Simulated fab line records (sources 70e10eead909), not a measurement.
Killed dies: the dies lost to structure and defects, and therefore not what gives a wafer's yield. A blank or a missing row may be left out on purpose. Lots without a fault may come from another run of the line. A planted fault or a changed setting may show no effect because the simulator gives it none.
fab line records	flow nandHarc
record lots=7	wafers=21	lastDay=26
route steps=1159 shown A_CONTACT@960 A_BLC@964 END@1159
lots that met no fault: from a run of the same line without faults
startH: start of the lot's first displayed wafer, in hours after the record's first day	waitH: hours elapsed since this lot's preceding step	" unchanged from the row above	L1.1+2: a single row standing in for several wafers	- value missing, or start not given	* or withheld: withheld	< > ~ a bound
route shown NAME@n: NAME is a module with steps in the file, n the number in the route of the first one	usual: mean and standard deviation over wafers with no fault	same: alike in all rows	chamber/n: place in a boat	sites: readings site by site	_std_site: standard deviation of those values	_edge_site: the outer-site mean with the inner-site mean subtracted	radiusMm: how far each site lies from the wafer's centre	mask NAME#n: copy n	behind: the last tool/chamber to shape the wafer	hold: what put the lot on hold/how long, in hours/how the hold closed	device: names the non-switching transistor (n, p or np)	end of line: the tests these same wafers got at the end of their route	where a step has no rows: the recipe by itself	killed: dies lost to structure and defects at the first sort, not the wafer's yield	map: a wafer's dies, marking killed ones x, the rest . and places with no die _
set.NAME: the setting as run; set.NAME@STEP: as run at that earlier step	model.NAME: the simulator's own value behind a step, which no gauge read
lots seen at some steps along the route; tables by step, rows by wafer
services: a tool's chamber out of use, with start hour (startH, from the record's first day; less than 0 if before it), hours out, and reason
## steps
# step NHARC_A_CONTACT_CMP_20
# recipe tOverpolishS=30	targetThkNm=300
# usual motorCurrentA=11.8/0.99	overpolishRunS=30.000/0.0092	timeToEndpointS=63/3.8
lot.wafer	tool	chamber	startH	waitH	motorCurrentA	overpolishRunS	timeToEndpointS
L507.1	cmp-02	0	449.11	0.8	11.2	30.002	59
L507.3	"	1	"	"	12.1	30.000	65
L507.2	"	2	"	"	10.3	29.983	57
L512.1	cmp-01	0	468.72	0.8	12.8	29.980	57
L512.6	"	3	"	"	11.2	29.994	56
L512.5	"	0	"	"	12.8	30.005	61
L514.3	cmp-02	2	475.00	0.5	10.3	30.011	58
L514.4	"	3	"	"	11.3	29.989	62
L514.5	"	2	"	"	10.3	30.004	60
L520.2	cmp-02	1	505.55	0.8	12.0	29.984	72
L520.3	"	3	"	"	11.2	30.004	62
L520.5	"	1	"	"	12.2	29.985	71
L521.3	cmp-02	2	519.42	0.9	10.9	29.980	60
L521.6	"	0	"	"	11.3	29.988	63
L521.5	"	1	"	"	11.9	30.027	70
L518.1	cmp-04	3	522.98	0.8	10.6	29.993	68
L518.4	"	0	"	"	11.7	29.999	63
L518.6	"	0	"	"	11.9	29.996	65
L522.2	cmp-02	3	538.50	0.8	10.6	29.996	65
L522.1	"	0	"	"	11.4	29.987	64
L522.4	"	2	"	"	11.2	30.002	65
# step NHARC_A_CONTACT_SRD_22
# step NHARC_A_CONTACT_INSPECT_23
# usual rawDefectCount=482/150
lot.wafer	tool	chamber	startH	waitH	rawDefectCount
L507.1	defectInspect-02	-	449.51	0.1	460
L507.2	"	-	"	"	509
L507.3	"	-	"	"	540
L512.1	defectInspect-02	-	469.10	0.1	280
L512.5	"	-	"	"	300
L512.6	"	-	"	"	530
L514.3	defectInspect-01	-	475.41	0.1	783
L514.4	"	-	"	"	393
L514.5	"	-	"	"	554
L520.2	defectInspect-02	-	505.96	0.1	391
L520.3	"	-	"	"	456
L520.5	"	-	"	"	512
L521.3	defectInspect-01	-	519.78	0.1	350
L521.5	"	-	"	"	319
L521.6	"	-	"	"	437
L518.1	defectInspect-01	-	523.38	0.1	766
L518.4	"	-	"	"	335
L518.6	"	-	"	"	466
L522.1	defectInspect-01	-	538.90	0.1	480
L522.2	"	-	"	"	392
L522.4	"	-	"	"	325
# step NHARC_A_BLC_DEHYDRATE_00
# recipe tempC=150	timeS=120
# step NHARC_A_BLC_HMDS_01
# recipe timeS=30
# step NHARC_A_BLC_COAT_02
# recipe tempC=260	timeS=75
# step NHARC_A_BLC_COAT_03
# recipe tempC=225	timeS=65
# step NHARC_A_BLC_COAT_04
# recipe spinRpm=1500	resistThkNm=90
# step NHARC_A_BLC_SOFTBAKE_05
# recipe tempC=105	timeS=55
# step NHARC_A_BLC_EBR_06
# step NHARC_A_BLC_EXPOSE_07
# recipe na=1.35	targetCdNm=100	doseMj=67.97	maskId=A_BLC
# step NHARC_A_BLC_PEB_08
# recipe pebTempC=100	pebTimeS=65
# usual exhaustPa=45.2/0.84	heaterPowerTotalW=156.6/0.43	plateTempC=100.04/0.13	resistLineTempC=23.01/0.11
lot.wafer	tool	chamber	startH	waitH	exhaustPa	heaterPowerTotalW	plateTempC	resistLineTempC
L507.1	lithoTrack-04	0	449.82	0.1	45.2	157.2	100.10	22.96
L507.2	"	0	"	"	44.9	156.1	100.23	22.94
L507.3	"	0	"	"	45.1	156.8	100.16	22.84
L512.1	lithoTrack-04	0	469.40	0.1	44.9	157.1	100.09	23.07
L512.5	"	0	"	"	46.0	156.9	100.04	22.99
L512.6	"	0	"	"	45.4	156.7	99.92	22.99
L514.3	lithoTrack-06	0	475.86	0.0	44.6	157.2	99.94	22.97
L514.4	"	0	"	"	46.2	156.4	99.93	22.87
L514.5	"	0	"	"	45.6	156.6	100.09	22.95
L520.2	lithoTrack-06	0	506.26	0.1	45.3	154.7	99.22	22.90
L520.3	"	0	"	"	45.6	154.2	98.97	22.98
L520.5	"	0	"	"	45.8	154.5	98.89	23.12
L521.3	lithoTrack-04	0	520.21	0.0	44.2	156.0	99.82	22.92
L521.5	"	0	"	"	44.5	156.0	99.79	23.01
L521.6	"	0	"	"	44.2	156.9	99.87	22.95
L518.1	lithoTrack-06	0	523.80	0.1	46.6	155.0	99.32	22.89
L518.4	"	0	"	"	46.7	154.5	99.32	23.07
L518.6	"	0	"	"	45.0	154.9	99.15	23.04
L522.1	lithoTrack-06	0	539.33	0.1	44.5	155.0	99.10	23.01
L522.2	"	0	"	"	44.4	154.9	99.02	22.93
L522.4	"	0	"	"	44.5	153.9	99.23	22.86
# step NHARC_A_BLC_DEVELOP_09
# recipe developTimeS=35	devTempC=23
# step NHARC_A_BLC_CD_MEAS_10
# recipe targetCdNm=100	landingEnergyEv=500
# usual cdNm=100.1/0.74
lot.wafer	tool	chamber	startH	waitH	cdNm
L507.1	cdSem-02	0	449.90	-	98.9
L507.2	"	0	"	"	99.1
L507.3	"	0	"	"	99.2
L512.1	cdSem-03	0	469.48	-	99.6
L512.5	"	0	"	"	100.0
L512.6	"	0	"	"	100.2
L514.3	cdSem-02	0	475.94	-	100.5
L514.4	"	0	"	"	100.1
L514.5	"	0	"	"	100.7
L520.2	cdSem-02	0	506.34	-	96.2
L520.3	"	0	"	"	98.0
L520.5	"	0	"	"	97.3
L521.3	cdSem-01	0	520.29	-	98.6
L521.5	"	0	"	"	98.9
L521.6	"	0	"	"	99.5
L518.1	cdSem-03	0	523.88	-	96.5
L518.4	"	0	"	"	95.4
L518.6	"	0	"	"	96.4
L522.1	cdSem-03	0	539.41	-	97.0
L522.2	"	0	"	"	98.6
L522.4	"	0	"	"	96.8
# step NHARC_A_BLC_OVL_MEAS_11
# usual overlayXNm=-0.1/0.91	overlayYNm=0.0/0.68
lot.wafer	tool	chamber	startH	waitH	overlayXNm	overlayYNm
L507.1	overlay-02	-	449.99	-	0.3	0.8
L507.2	"	-	"	"	-0.8	1.0
L507.3	"	-	"	"	0.0	0.7
L512.1	overlay-02	-	469.56	-	-0.9	-0.9
L512.5	"	-	"	"	-1.0	-0.5
L512.6	"	-	"	"	-1.1	-0.4
L514.3	overlay-01	-	476.03	-	-1.0	1.1
L514.4	"	-	"	"	-1.4	0.8
L514.5	"	-	"	"	-1.3	0.8
L520.2	overlay-01	-	506.43	-	0.1	0.3
L520.3	"	-	"	"	0.0	0.5
L520.5	"	-	"	"	-0.4	0.2
L521.3	overlay-01	-	520.38	-	1.6	-0.6
L521.5	"	-	"	"	1.3	-0.4
L521.6	"	-	"	"	1.2	-0.2
L518.1	overlay-01	-	523.97	-	0.4	-0.8
L518.4	"	-	"	"	0.3	-0.9
L518.6	"	-	"	"	0.2	-1.2
L522.1	overlay-02	-	539.50	-	0.4	0.2
L522.2	"	-	"	"	0.5	0.1
L522.4	"	-	"	"	0.8	0.5
# step NHARC_A_BLC_INSPECT_12
# usual rawDefectCount=30/15
lot.wafer	tool	chamber	startH	waitH	rawDefectCount
L507.1	defectInspect-01	-	450.03	0.0	29
L507.2	"	-	"	"	21
L507.3	"	-	"	"	33
L512.1	defectInspect-01	-	469.60	0.0	17
L512.5	"	-	"	"	12
L512.6	"	-	"	"	21
L514.3	defectInspect-01	-	476.08	0.1	40
L514.4	"	-	"	"	25
L514.5	"	-	"	"	35
L520.2	defectInspect-01	-	506.46	0.0	14
L520.3	"	-	"	"	13
L520.5	"	-	"	"	18
L521.3	defectInspect-01	-	520.41	0.0	51
L521.5	"	-	"	"	38
L521.6	"	-	"	"	28
L518.1	defectInspect-02	-	524.01	0.0	61
L518.4	"	-	"	"	64
L518.6	"	-	"	"	67
L522.1	defectInspect-01	-	539.53	0.0	16
L522.2	"	-	"	"	25
L522.4	"	-	"	"	14
# step NHARC_A_BLC_DESCUM_15
# recipe timeS=3	o2FlowSccm=200	arFlowSccm=0	biasPowerW=0	chemistry=O2
# usual drypumpMotorCurrentA=5.6/0.52	oesProductAu=1.002/0.012	rfVppV=57.9/0.8	showerheadPlenumPTorr=1.92/0.073	throttleValvePct=11.312/0.0083
lot.wafer	tool	chamber	startH	waitH	drypumpMotorCurrentA	oesProductAu	rfHoursCounterH	rfVppV	showerheadPlenumPTorr	throttleValvePct	model.A_BLC.cdNm
L507.1	rieDiel-04	3	450.11	0.1	6.5	0.994	15	59.0	1.95	11.286	98.57
L507.2	"	0	"	"	5.3	1.004	15	56.7	1.83	11.318	99.2
L507.3	"	1	"	"	5.0	1.024	14	58.1	1.87	11.315	99.15
L512.1	rieDiel-01	1	469.69	0.1	5.2	0.992	17	57.7	1.83	11.304	100.2
L512.6	"	2	"	"	5.8	0.995	-	58.7	2.04	11.322	100.2
L512.5	"	3	"	"	5.8	0.999	-	57.1	1.84	11.314	99.53
L514.4	rieDiel-01	0	476.15	0.1	4.9	1.000	18	57.5	1.91	11.296	100.4
L514.3	"	1	"	"	5.2	0.992	18	56.6	1.83	11.320	100.5
L514.5	"	1	"	"	5.2	0.989	-	58.2	1.83	11.329	100.8
L520.2	rieDiel-04	3	506.53	0.1	6.5	0.990	3	58.7	1.95	11.308	95.47
L520.3	"	2	"	"	5.3	1.012	3	57.3	2.01	11.319	98.38
L520.5	"	0	"	"	5.3	1.009	-	58.1	1.82	11.309	97.31
L521.3	rieDiel-01	2	520.47	0.1	5.7	0.985	1	59.3	2.04	11.311	98.46
L521.5	"	2	"	"	5.7	0.988	-	58.2	2.04	11.313	98.11
L521.6	"	3	"	"	5.8	1.019	-	57.1	1.84	11.306	99.11
L518.1	rieDiel-04	1	524.07	0.1	5.0	1.005	4	58.7	1.87	11.307	96.61
L518.4	"	3	"	"	6.5	0.976	4	57.9	1.95	11.295	94.54
L518.6	"	2	"	"	5.3	1.006	-	58.2	2.01	11.322	95.85
L522.2	rieDiel-04	2	539.60	0.1	5.3	1.021	6	60.4	2.01	11.302	98.53
L522.4	"	3	"	"	6.5	0.994	6	59.5	1.95	11.321	96.14
L522.1	"	0	"	"	5.3	0.996	5	58.0	1.82	11.317	96.46
# step NHARC_A_BLC_ETCH_16
# recipe targetDepthA=390	overEtchFrac=0.3	timeS=65	ionEnergyEv=80	cf4FlowSccm=150	arFlowSccm=0	rfW=300	biasW=100	chemistry=CF4
# usual drypumpMotorCurrentA=5.6/0.51	oesProductAu=1.002/0.014	rfVppV=151.2/1.1	showerheadPlenumPTorr=1.77/0.063	throttleValvePct=13.284/0.0096
lot.wafer	tool	chamber	startH	waitH	drypumpMotorCurrentA	oesProductAu	rfHoursCounterH	rfVppV	showerheadPlenumPTorr	throttleValvePct
L507.2	rieDiel-04	0	450.19	0.1	5.3	1.011	15	151.3	1.69	13.287
L507.3	"	1	"	"	5.0	1.023	14	150.6	1.73	13.275
L507.1	"	3	"	"	6.6	0.997	15	152.7	1.80	13.269
L512.1	rieDiel-01	1	469.77	0.1	5.2	0.985	17	150.1	1.69	13.289
L512.6	"	2	"	"	5.7	0.984	-	151.6	1.88	13.281
L512.5	"	3	"	"	5.8	0.998	-	150.7	1.71	13.283
L514.4	rieDiel-01	2	476.23	0.1	5.7	0.980	18	151.0	1.88	13.271
L514.3	"	0	"	"	4.9	0.984	18	149.6	1.77	13.292
L514.5	"	2	"	"	5.7	0.990	-	151.6	1.88	13.294
L520.2	rieDiel-04	0	506.62	0.1	5.3	0.990	2	150.3	1.69	13.300
L520.3	"	2	"	"	5.3	0.998	3	152.2	1.85	13.258
L520.5	"	0	"	"	5.3	0.983	-	151.7	1.69	13.264
L521.3	rieDiel-01	3	520.57	0.1	5.8	1.016	2	150.6	1.71	13.272
L521.6	"	1	"	"	5.2	0.989	-	150.7	1.69	13.281
L521.5	"	2	"	"	5.7	0.975	-	153.3	1.88	13.270
L518.4	rieDiel-04	1	524.17	0.1	5.0	1.021	4	151.0	1.73	13.288
L518.1	"	2	"	"	5.3	1.027	4	153.7	1.85	13.287
L518.6	"	3	"	"	6.5	0.996	-	151.4	1.80	13.282
L522.1	rieDiel-04	1	539.69	0.1	5.0	0.997	5	149.0	1.73	13.298
L522.4	"	2	"	"	5.3	1.007	6	152.7	1.85	13.278
L522.2	"	3	"	"	6.5	0.985	6	151.3	1.80	13.281
# step NHARC_A_BLC_ETCH_17
# recipe targetDepthA=3900	overEtchFrac=0.25	timeS=609.38	ionEnergyEv=200	n2FlowSccm=150	h2FlowSccm=150	arFlowSccm=0	rfW=400	biasW=150	chemistry=N2/H2
# usual drypumpMotorCurrentA=5.6/0.51	oesProductAu=1.001/0.012	rfVppV=430.8/2.4	showerheadPlenumPTorr=2.04/0.081	throttleValvePct=14.172/0.0097
lot.wafer	tool	chamber	startH	waitH	drypumpMotorCurrentA	oesProductAu	rfHoursCounterH	rfVppV	showerheadPlenumPTorr	throttleValvePct	model.A_BLC.cdNm
L507.1	rieDiel-04	0	-	-	5.3	1.006	16	427.7	1.94	14.153	100.6
L507.3	"	1	"	"	5.0	1.024	15	428.1	2.00	14.164	98.88
L507.2	"	2	"	"	5.3	1.014	15	432.3	2.15	14.189	99.38
L512.1	rieDiel-01	3	-	-	5.8	0.994	18	429.5	1.96	14.182	99.72
L512.6	"	2	"	"	5.6	0.987	-	434.3	2.18	14.164	96.33
L512.5	"	3	"	"	5.8	1.005	-	428.1	1.96	14.171	98.54
L514.3	rieDiel-01	1	-	-	5.2	0.986	18	426.3	1.94	14.177	95.79
L514.4	"	2	"	"	5.7	0.990	18	433.3	2.18	14.174	97.57
L514.5	"	2	"	"	5.7	0.994	-	434.8	2.18	14.181	97.79
L520.2	rieDiel-04	0	-	-	5.3	0.990	3	427.1	1.94	14.178	97.44
L520.3	"	2	"	"	5.3	1.005	3	434.0	2.15	14.163	96.13
L520.5	"	0	"	"	5.3	0.999	-	427.3	1.94	14.183	98.97
L521.3	rieDiel-01	3	-	-	5.8	1.014	2	426.7	1.96	14.172	99.75
L521.6	"	0	"	"	4.9	0.994	-	431.5	2.04	14.177	100.4
L521.5	"	1	"	"	5.2	0.998	-	430.2	1.94	14.173	95.72
L518.1	rieDiel-04	1	-	-	5.0	1.014	4	429.2	1.99	14.182	98.01
L518.4	"	2	"	"	5.3	1.009	4	433.5	2.15	14.153	94.32
L518.6	"	3	"	"	6.5	0.985	-	431.6	2.08	14.171	99.96
L522.4	rieDiel-04	3	-	-	6.5	0.980	6	431.9	2.08	14.163	100.4
L522.1	"	0	"	"	5.3	0.995	6	429.0	1.94	14.170	96.98
L522.2	"	2	"	"	5.3	1.005	6	433.2	2.14	14.179	98.58
# step NHARC_A_BLC_ETCH_18
# recipe targetDepthA=9100	c4f8FlowSccm=20	o2FlowSccm=10	arFlowSccm=withheld	rfW=600	biasW=1500	chemistry=C4F8/O2/Ar
# usual oesProductAu=0.952/0.023	rfVppV=978/5.1
lot.wafer	tool	chamber	startH	waitH	oesProductAu	rfHoursCounterH	rfVppV
L507.2	rieDiel-04	2	-	-	0.930	15	983
L507.1	"	0	"	"	0.936	16	973
L507.3	"	1	"	"	0.957	15	976
L512.1	rieDiel-01	0	-	-	0.962	17	978
L512.5	"	3	"	"	0.953	-	973
L512.6	"	0	"	"	0.972	-	978
L514.3	rieDiel-01	1	-	-	0.955	19	972
L514.4	"	3	"	"	0.982	19	972
L514.5	"	1	"	"	0.952	-	973
L520.2	rieDiel-04	1	-	-	0.992	3	976
L520.3	"	2	"	"	0.980	3	984
L520.5	"	1	"	"	0.983	-	976
L521.3	rieDiel-01	1	-	-	0.982	2	972
L521.6	"	1	"	"	0.988	-	973
L521.5	"	2	"	"	0.952	-	987
L518.1	rieDiel-04	0	-	-	0.923	4	972
L518.4	"	2	"	"	0.941	4	985
L518.6	"	0	"	"	0.918	-	972
L522.2	rieDiel-04	1	-	-	0.969	6	976
L522.1	"	2	"	"	0.976	6	985
L522.4	"	0	"	"	0.967	6	972
# step NHARC_END_SORT_01
# recipe tempC=25
# usual killedAtArray=27/12	killedAtOther=0.9/1.1	killedAtPeriphery=3.2/2.4	killedDies=31/12	killedOpen=3.3/1.7	killedShort=2.0/1.6
# same grossDies=677
lot.wafer	tool	chamber	startH	waitH	killedAtArray	killedAtOther	killedAtPeriphery	killedDies	killedOpen	killedShort
L507.2	prober-01	0	564.47	2.8	29	0	2	31	4	4
L507.3	prober-01	0	565.27	3.1	30	1	3	34	2	2
L512.1	prober-02	0	586.87	2.5	21	0	0	21	1	4
L512.5	prober-02	0	590.07	3.7	18	0	4	22	6	2
L512.6	prober-02	0	590.87	4.0	22	0	2	24	2	1
L514.3	prober-01	0	588.50	3.1	29	4	0	33	2	0
L514.4	prober-01	0	589.30	3.4	23	1	0	24	2	1
L514.5	prober-01	0	590.10	3.7	32	1	2	35	2	2
L518.1	prober-01	0	610.32	2.5	50	1	3	54	4	2
L518.4	prober-01	0	612.72	3.4	49	0	2	51	4	0
L518.6	prober-01	0	614.33	4.0	57	2	3	62	5	2
# killed by level:class
L507.2 A_SLIT:chamberFilmFlake=12 A_CONTACT:chamberFilmFlake=4 A_WL_FILL:geometricParticle:short=2 A_CONTACT:geometricParticle:open=2 A_M0:geometricParticle:short=2 A_WL_FILL:chamberFilmFlake=2 A_BONDPAD:chamberFilmFlake=2 A_SGD_CUT:geometricParticle:open=1
L507.3 A_SLIT:chamberFilmFlake=15 A_CONTACT:chamberFilmFlake=4 P_M1:chamberFilmFlake=3 A_ZERO_WELL:chamberFilmFlake=2 A_CHANNEL_HOLE_D1:chamberFilmFlake=2 A_STAIRCASE:chamberFilmFlake=2 A_CHANNEL_FILL_D1:geometricParticle:short=1 A_WL_FILL:geometricParticle:short=1
L512.1 A_CONTACT:chamberFilmFlake=7 A_CHANNEL_HOLE_D1:chamberFilmFlake=6 A_ONON_D1:geometricParticle:short=4 A_STAIRCASE:chamberFilmFlake=2 A_CHANNEL_FILL_D1:geometricParticle:open=1 A_WL_FILL:chamberFilmFlake=1
L514.3 A_SLIT:chamberFilmFlake=15 A_CHANNEL_HOLE_D1:chamberFilmFlake=5 THIN_TSV:chamberFilmFlake=4 A_STAIRCASE:chamberFilmFlake=3 A_SGD_CUT:geometricParticle:open=1 A_CONTACT:geometricParticle:open=1 A_WL_FILL:chamberFilmFlake=1 A_CONTACT:chamberFilmFlake=1
L514.4 A_SLIT:chamberFilmFlake=9 A_CHANNEL_HOLE_D1:chamberFilmFlake=6 A_STAIRCASE:chamberFilmFlake=2 A_ONON_D1:geometricParticle:open=1 A_CHANNEL_FILL_D1:geometricParticle:short=1 A_M0:geometricParticle:open=1 A_CONTACT:chamberFilmFlake=1 A_BLC:chamberFilmFlake=1
L512.5 A_CHANNEL_HOLE_D1:chamberFilmFlake=4 A_CONTACT:chamberFilmFlake=4 A_BLC:geometricParticle:open=3 A_ONON_D1:geometricParticle:open=2 P_M0:chamberFilmFlake=2 A_STAIRCASE:chamberFilmFlake=2 P_GATE:geometricParticle:short=1 A_CHANNEL_FILL_D1:geometricParticle:open=1
L514.5 A_SLIT:chamberFilmFlake=15 A_CHANNEL_HOLE_D1:chamberFilmFlake=10 A_ONON_D1:geometricParticle:short=2 A_CONTACT:chamberFilmFlake=2 P_GATE:geometricParticle:open=1 A_ONON_D1:geometricParticle:open=1 P_STI:chamberFilmFlake=1 A_STAIRCASE:chamberFilmFlake=1
L512.6 A_CHANNEL_HOLE_D1:chamberFilmFlake=7 A_CONTACT:chamberFilmFlake=7 A_STAIRCASE:chamberFilmFlake=5 P_CONTACT:geometricParticle:open=1 P_CONTACT:geometricParticle:short=1 A_CHANNEL_HOLE_D1:geometricParticle:open=1 A_CHANNEL_FILL_D1:chamberFilmFlake=1 A_WL_FILL:chamberFilmFlake=1
L518.1 A_SLIT:chamberFilmFlake=22 A_CHANNEL_HOLE_D1:chamberFilmFlake=19 A_CONTACT:chamberFilmFlake=3 A_CONTACT:geometricParticle:open=2 P_STI:geometricParticle:short=1 P_M0:geometricParticle:open=1 A_SOURCE_PLATE:geometricParticle:open=1 A_SGD_CUT:geometricParticle:short=1
L518.4 A_SLIT:chamberFilmFlake=24 A_CHANNEL_HOLE_D1:chamberFilmFlake=15 A_STAIRCASE:chamberFilmFlake=5 P_CONTACT:geometricParticle:open=1 A_SGD_CUT:geometricParticle:open=1 A_CONTACT:geometricParticle:open=1 A_M0:geometricParticle:open=1 P_ZERO_WELL:chamberFilmFlake=1
L518.6 A_CHANNEL_HOLE_D1:chamberFilmFlake=26 A_SLIT:chamberFilmFlake=19 A_CONTACT:chamberFilmFlake=5 P_ZERO_WELL:chamberFilmFlake=2 A_CHANNEL_FILL_D1:chamberFilmFlake=2 P_CONTACT:geometricParticle:open=1 A_SOURCE_PLATE:geometricParticle:short=1 A_CHANNEL_FILL_D1:geometricParticle:open=1
## services
tool	chamber	startH	hours	kind
cmp-01	-	426.31	1.5	repair
rieDiel-04	0	445.01	-	clean
rieDiel-04	1	445.01	-	clean
rieDiel-04	2	445.01	-	clean
rieDiel-04	3	445.01	-	clean
rieDiel-04	3	446.09	1.7	repair
cmp-04	-	455.90	0.8	repair
cmp-01	-	456.90	0.2	repair
cmp-01	-	461.60	4.5	repair
rieDiel-04	-	465.94	9.0	pm
rieDiel-04	0	465.94	9.0	ventCycle
rieDiel-04	1	465.94	9.0	ventCycle
rieDiel-04	2	465.94	9.0	ventCycle
rieDiel-04	3	465.94	9.0	ventCycle
lithoTrack-06	-	467.00	7.0	pm
cmp-01	-	473.50	4.0	pm
rieDiel-04	0	474.94	-	clean
rieDiel-04	1	474.94	-	clean
rieDiel-04	2	474.94	-	clean
lithoTrack-04	-	491.00	7.0	pm
rieDiel-01	-	491.80	9.0	pm
cmp-04	-	497.07	4.0	pm
cmp-02	-	502.31	0.7	repair
cmp-02	-	520.50	4.0	pm
## key
firstSign step=NHARC_A_BLC_PEB_08	reading=plateTempC	direction=down	sigmas=7.1	usual=*	struck=*
effect step=NHARC_A_BLC_PEB_08	reading=heaterPowerTotalW	direction=down	sigmas=4.6	usual=*	struck=*
effect step=NHARC_A_BLC_CD_MEAS_10	reading=cdNm	direction=down	sigmas=4.3	usual=100.1	struck=96.9	through=controlLoop
modelEffect step=NHARC_A_BLC_DESCUM_15	value=A_BLC.cdNm	without=99.96	struck=96.59
modelEffect step=NHARC_A_BLC_ETCH_17	value=A_BLC.cdNm	without=101.2	struck=97.86
metAt NHARC_A_BLC_PEB_08
struckWafers L518.1,L518.4,L518.6,L520.2,L520.3,L520.5,L522.1,L522.2,L522.4
testerLeftOut L518,L520,L522
loopTrim step=NHARC_A_BLC_EXPOSE_07	setting=dose	lots=L522
onsetBetween 475.86 506.26
fault kind=processParameterDrift	tool=lithoTrack-06	chamber=-	onsetH=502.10	steps=NHARC_A_BLC_PEB_08	channel=pebTempC	offset=*	shape=step	endH=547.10	actsIn=*	stated=*
# testerLeftOut: of these lots the tester's yield and bins aren't shown, on N5 and GAA mostly nor the transistor test; their killed dies are dies lost to structure and defects alone, not to doping, threshold or leakage, so they don't give the yield
# loopTrim: a control loop set the setting to another value than it would have without faults
